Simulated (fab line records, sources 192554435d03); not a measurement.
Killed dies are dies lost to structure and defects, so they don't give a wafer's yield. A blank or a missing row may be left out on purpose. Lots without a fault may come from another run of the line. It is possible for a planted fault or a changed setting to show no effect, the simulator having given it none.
fab line records	flow n5-finfet
record lots=7	wafers=39
route steps=1938 shown WELL_APT@48 STI_FIN_REVEAL@190 DUMMY_GATE@228 SD_EPI_P@310 HKMG_FIN@413 BEOL_M4@1111
start-h: hours from the record's opening day to when the first of the lot's shown wafers began	wait-h: hours elapsed since this lot's preceding step	" identical to the entry in the row above	L1.1+2: one row covering several wafers at once	- no value present, or no start provided	* or withheld: withheld	< > ~ a bound
route shown NAME@n: NAME is a module with steps in the file, n the number in the route of the first one	usual: the fault-free wafers' mean and standard deviation	same: alike in all rows	chamber/n: place in a boat	sites: per-site readings	_std_site: standard deviation across them	_edge_site: the outer-site mean with the inner-site mean subtracted	radius-mm: for every site, how far away it sits from the centre of the wafer	mask NAME#n: copy n	behind: the most recent tool/chamber to have shaped the wafer	hold: why the lot was held/for how many hours/how that ended	device: names the non-switching transistor (n, p or np)	end of line: tests run on the same wafers once the route is complete	a step without rows: its recipe alone	killed: count of dies lost to structure and defects at first sort (not the wafer's yield)	map: dies across one wafer; x = killed, . = not, _ = none there
set.NAME: the setting that was run; set.NAME@STEP: the one run at that earlier step	model.NAME: the simulator's own value behind a step, which no gauge read
lots whose settings were changed on purpose; a table a step, a row a wafer
## steps
# step N5_WELL_APT_IMPLANT_32
# recipe species=BF2	energy-kev=50	dose-cm2=2e+13	tilt-deg=0	rotation-deg=0
# step N5_STI_FIN_REVEAL_ETCHBACK_08
# recipe chemistry=C4F6/O2	target=SiO2	target-depth-a=305	time-s=10.167	ion-energy-ev=250	pressure-mtorr=30	source-w=345	bias-w=185	Ar_flow_sccm=300	C4F6_flow_sccm=10	O2_flow_sccm=10
# step N5_DUMMY_GATE_EXPOSE_12
# recipe mask-id=GATE	na=0.33	source-shape=annular	sigma-inner=0.2	sigma-outer=0.6	polarization=unpolarized	target-cd-nm=25	dose-mj=34
# step N5_DUMMY_GATE_ETCH_31
# recipe chemistry=C4F6/O2	target=SiO2	mask-material=SOC	target-depth-a=825	time-s=27.5	ion-energy-ev=250	pressure-mtorr=30	source-w=345	bias-w=185	Ar_flow_sccm=300	C4F6_flow_sccm=10	O2_flow_sccm=10
# step N5_SD_EPI_P_ETCHBACK_46
# recipe chemistry=CH3F/O2	mode=anisotropic-etchback	target=SiNx	target-depth-a=175	stop-on=SiO2	over-etch-frac=0.3	ion-energy-ev=120	pressure-mtorr=30	source-w=395	bias-w=73	Ar_flow_sccm=150	CH3F_flow_sccm=30	O2_flow_sccm=20
# step N5_HKMG_FIN_CVD_62
# recipe material=a-Si	target-thk-a=30	temp-c=500	precursor=Si2H6	pressure-torr=1	time-s=20.8
# step N5_HKMG_FIN_ALD_36
# recipe material=TiN	target-thk-a=10	temp-c=400	ald-precursor-family=TiCl4	ald-co-reactant=NH3	pulse-time-s=1	purge-time-s=3	co-reactant-purge-time-s=2	co-reactant-pulse-time-s=2	ald-cycles=47	pressure-torr=3
# step N5_HKMG_FIN_ALD_72
# recipe material=W	target-thk-a=20	temp-c=300	pressure-torr=7.5	ald-precursor-family=WF6	ald-co-reactant=B2H6	pulse-time-s=1	purge-time-s=2	co-reactant-purge-time-s=2	co-reactant-pulse-time-s=3	ald-cycles=7
# step N5_BEOL_M4_RC_MEAS_101
# usual CJ_N=4.35/0.092	DIBL_P=36.1/2	IOFF_P=0.22/0.036	IOFF_P_85C=3.7/0.52	IOFF_P_LIN=0.102/0.014	RS_PWELL=3013/24	SS_N=71.4/0.58
lot.wafer	tool	chamber	start-h	wait-h	set.energy-kev@WELL_APT_IMPLANT_32	set.time-s@STI_FIN_REVEAL_ETCHBACK_08	set.dose-mj@DUMMY_GATE_EXPOSE_12	set.target-depth-a@DUMMY_GATE_ETCH_31	set.over-etch-frac@SD_EPI_P_ETCHBACK_46	set.time-s@HKMG_FIN_CVD_62	set.temp-c@HKMG_FIN_ALD_36	set.ald-cycles@HKMG_FIN_ALD_72	CJ_N	DIBL_P[mV/V]	IOFF_P[nA/um]	IOFF_P_85C[nA/um]	IOFF_P_LIN[nA/um]	RS_PWELL[ohm/sq]	SS_N[mV/dec]
L075.1	prober-01	0	175.49	0.0	50	10.167	32.41	825	0.3	20.92	400	7	4.39	32.5	0.19	3.4	0.099	3040	70.3
L075.2	"	0	"	"	50	9.625	32.41	825	0.3201	20.92	400	7	4.41	35.4	0.17	3.1	0.081	3015	71.9
L075.3	"	0	"	"	50	10.167	32.41	825	0.3	20.8	417.4	7	4.39	27.6	0.14	2.6	0.080	3030	69.4
L075.4	"	0	"	"	50	9.625	34	825	0.3201	20.92	417.4	7	4.41	35.9	0.18	3.3	0.086	3024	72.1
L075.5	"	0	"	"	50	10.167	34	825	0.3201	20.8	417.4	7	4.33	32.6	0.21	3.6	0.106	3042	70.3
L075.6	"	0	"	"	50	9.625	34	825	0.3	20.8	400	7	4.42	35.4	0.17	3.0	0.080	3009	71.8
L077.1	prober-02	0	181.49	0.0	50	10.167	34	825	0.3	20.8	400	7	4.41	35.0	0.20	3.4	0.095	3041	71.3
L077.4	"	0	"	"	50	10.167	34	825	0.3	20.8	400	7	4.33	36.8	0.24	4.0	0.107	3035	72.3
L077.6	"	0	"	"	50	10.167	34	825	0.3	20.8	400	7	4.31	36.1	0.22	3.8	0.104	3036	71.6
L082.1	prober-01	0	220.24	0.0	50	9.652	36.2	785.7	0.311	20.98	400	6	4.23	43.4	0.59	8.7	0.220	2994	73.9
L082.2	"	0	"	"	45.76	9.652	34	825	0.311	20.98	383.8	7	4.56	36.8	0.24	4.1	0.109	3032	71.5
L082.3	"	0	"	"	50	9.652	34	825	0.3	20.8	400	7	4.28	38.6	0.29	4.8	0.128	2984	72.6
L082.4	"	0	"	"	45.76	10.167	36.2	785.7	0.311	20.8	400	7	4.59	39.2	0.41	6.4	0.182	3050	71.8
L082.5	"	0	"	"	45.76	10.167	36.2	825	0.3	20.8	383.8	6	4.51	39.7	0.40	6.3	0.175	3088	71.4
L082.6	"	0	"	"	50	10.167	34	785.7	0.3	20.98	383.8	6	4.21	34.8	0.20	3.5	0.098	2974	70.9
L085.1	prober-01	0	237.90	0.0	53.25	10.167	34	825	0.3	21.13	413.9	6	4.23	37.0	0.27	4.6	0.126	2955	71.9
L085.2	"	0	"	"	50	10.167	34	825	0.3	20.8	413.9	7	4.38	35.8	0.26	4.3	0.123	3002	71.6
L085.3	"	0	"	"	53.25	10.167	34	825	0.3	20.8	400	6	4.12	37.5	0.27	4.6	0.125	2974	72.1
L085.4	"	0	"	"	53.25	10.167	34	825	0.3	20.8	413.9	7	4.12	38.8	0.32	5.1	0.143	2950	71.7
L085.5	"	0	"	"	50	10.167	34	825	0.3	21.13	400	7	4.33	36.4	0.24	4.1	0.114	2992	71.7
L085.6	"	0	"	"	50	10.167	34	825	0.3	21.13	400	6	4.45	37.5	0.28	4.7	0.128	3012	72.1
L086.1	prober-02	0	246.98	0.0	50	10.167	31.9	825	0.3187	21.05	412.7	7	4.29	28.5	0.15	2.8	0.085	3004	69.4
L086.2	"	0	"	"	50	10.167	34	825	0.3	20.8	400	7	4.31	35.3	0.34	5.4	0.161	3031	70.9
L086.3	"	0	"	"	50	10.167	34	790.3	0.3187	20.8	412.7	7	4.37	37.4	0.41	6.3	0.185	3036	71.5
L086.4	"	0	"	"	50	9.82	34	790.3	0.3	21.05	412.7	7	4.55	37.4	0.39	6.1	0.180	3035	72.7
L086.5	"	0	"	"	50	9.82	31.9	825	0.3	21.05	400	7	4.37	30.8	0.17	3.0	0.090	3054	70.3
L086.6	"	0	"	"	50	9.82	31.9	790.3	0.3187	20.8	400	7	4.51	31.4	0.18	3.1	0.092	3034	70.8
L088.1	prober-01	0	278.71	0.0	50	10.167	34	736.9	0.3	20.8	400	7	4.43	34.6	0.16	2.9	0.078	3040	71.1
L088.2	"	0	"	"	43.54	10.167	33.04	825	0.3099	20.8	400	7	4.87	34.8	0.17	3.0	0.084	3070	71.0
L088.3	"	0	"	"	43.54	10.167	33.04	736.9	0.3099	20.8	389	6	4.85	34.1	0.15	2.7	0.075	3095	70.3
L088.4	"	0	"	"	43.54	10.167	34	736.9	0.3	20.8	400	6	4.89	36.5	0.13	2.3	0.060	3068	71.9
L088.5	"	0	"	"	50	10.167	33.04	825	0.3	20.8	389	6	4.40	33.6	0.10	1.9	0.049	3014	70.4
L088.6	"	0	"	"	50	10.167	34	825	0.3099	20.8	389	7	4.46	34.9	0.11	2.0	0.053	3017	70.8
L093.1	prober-02	0	317.33	0.0	46.55	10.167	33.02	825	0.3	20.98	390.3	6	4.57	32.3	0.13	2.5	0.067	3049	70.7
L093.2	"	0	"	"	50	10.52	33.02	734.8	0.2876	20.8	400	6	4.34	35.3	0.17	3.1	0.083	2978	72.3
L093.3	"	0	"	"	50	10.52	34	825	0.3	20.8	400	7	4.11	37.5	0.20	3.6	0.092	3012	72.3
L093.4	"	0	"	"	46.55	10.167	34	734.8	0.3	20.8	390.3	6	4.49	33.9	0.16	2.9	0.078	3031	71.8
L093.5	"	0	"	"	46.55	10.52	33.02	734.8	0.2876	20.98	390.3	7	4.48	33.0	0.15	2.9	0.077	3049	71.2
L093.6	"	0	"	"	50	10.167	34	825	0.2876	20.98	400	7	4.19	36.1	0.20	3.6	0.093	3019	72.5
## key
split step=N5_WELL_APT_IMPLANT_32	setting=energy-kev	stated-as=50
response step=N5_BEOL_M4_RC_MEAS_101	reading=CJ_N	slope=-0.0364	per=1%	together-with=all	explained=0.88
response step=N5_BEOL_M4_RC_MEAS_101	reading=RS_PWELL	slope=-5.68	per=1%	together-with=all	explained=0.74
split step=N5_STI_FIN_REVEAL_ETCHBACK_08	setting=time-s	stated-as=10.167
response step=N5_BEOL_M4_RC_MEAS_101	reading=SS_N	slope=-0.273	per=1%	together-with=all	explained=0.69
split step=N5_DUMMY_GATE_EXPOSE_12	setting=dose-mj	stated-as=34
response step=N5_BEOL_M4_RC_MEAS_101	reading=DIBL_P	slope=+0.76	per=1%	together-with=all	explained=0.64
response step=N5_BEOL_M4_RC_MEAS_101	reading=IOFF_P_LIN	slope=+0.00841	per=1%	together-with=all	explained=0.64
response step=N5_BEOL_M4_RC_MEAS_101	reading=IOFF_P_85C	slope=+0.313	per=1%	together-with=all	explained=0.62
response step=N5_BEOL_M4_RC_MEAS_101	reading=IOFF_P	slope=+0.0228	per=1%	together-with=all	explained=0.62
split step=N5_DUMMY_GATE_ETCH_31	setting=target-depth-a	stated-as=825
response none clear
split step=N5_SD_EPI_P_ETCHBACK_46	setting=over-etch-frac	stated-as=0.3
response none clear
split step=N5_HKMG_FIN_CVD_62	setting=time-s	stated-as=20.8
response none clear
split step=N5_HKMG_FIN_ALD_36	setting=temp-c	stated-as=400
response none clear
split step=N5_HKMG_FIN_ALD_72	setting=ald-cycles	stated-as=7
response none clear
